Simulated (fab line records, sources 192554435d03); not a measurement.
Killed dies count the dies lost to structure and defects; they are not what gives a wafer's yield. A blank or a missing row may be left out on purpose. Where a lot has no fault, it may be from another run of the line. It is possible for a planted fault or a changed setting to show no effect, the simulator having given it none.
Chamber matching    flow n5Finfet    3 sister chambers for N5_BEOL_M5_PECVD_70 on pecvd-04
The step deposits SiO2 from TEOS/O2, target thk 16 nm, time 18 s. 20 wafers are shown with their chamber, then 10 later ones without.

WAFERS, EACH WITH ITS CHAMBER
wafer   chamber  throttleValvePct (%)  showerheadPlenumPTorr (Torr)  heaterPowerW (W)
L074.1  0        22.7                  8.76                          766
L074.3  2        21.4                  8.64                          729
L074.5  0        22.5                  8.77                          766
L078.1  2        21.4                  8.66                          750
L078.4  1        23.4                  8.79                          601
L078.6  2        21.5                  8.66                          750
L081.2  0        22.7                  8.79                          686
L081.4  2        21.5                  8.65                          734
L081.6  0        22.6                  8.78                          698
L087.3  2        21.4                  8.66                          632
L087.4  2        21.6                  8.64                          639
L087.5  1        23.5                  8.79                          687
L089.1  0        22.5                  8.78                          741
L089.2  1        23.3                  8.81                          674
L089.4  1        23.3                  8.80                          654
L088.1  2        21.4                  8.67                          617
L088.2  1        23.5                  8.81                          584
L088.5  2        21.5                  8.66                          627
L090.1  2        21.7                  8.65                          619
L090.4  1        23.5                  8.80                          658

SIGNATURES, as means of the wafers listed above
reading                chamber 0  chamber 1  chamber 2  scatter within a chamber
throttleValvePct       22.600     23.417     21.489     0.102
showerheadPlenumPTorr  8.7760     8.8000     8.6544     0.0101
heaterPowerW           731.40     643.00     677.44     50.7
Rule: distance of a wafer from a chamber = root of the sum over the readings of ((wafer's reading minus chamber's mean) / reading's scatter) squared. The wafer belongs to the nearest chamber; if the next one is less than 2 further off, it can't be placed. The scatter: the root of (the sum of the squares of (reading less its chamber's mean) over the shown wafers, divided by (wafers less chambers)).

WAFERS WITH NO CHAMBER GIVEN
wafer   throttleValvePct (%)  showerheadPlenumPTorr (Torr)  heaterPowerW (W)
L090.6  21.2                  8.66                          659
L091.1  23.6                  8.80                          662
L091.2  22.6                  8.79                          776
L091.4  22.5                  8.77                          791
L092.2  22.4                  8.77                          742
L092.3  23.4                  8.78                          679
L092.5  21.6                  8.65                          674
L094.3  21.4                  8.68                          698
L094.4  22.4                  8.79                          795
L094.5  21.6                  8.65                          716

THE CHAMBER EACH PASSED THROUGH
wafer   from the rows above  in truth
L090.6  2                    2
L091.1  1                    1
L091.2  0                    0
L091.4  0                    0
L092.2  0                    0
L092.3  1                    1
L092.5  2                    2
L094.3  2                    2
L094.4  0                    0
L094.5  2                    2
Correct placement for 10 of the 10. Number that these rows cannot place: 0. Wrongly placed: 0.
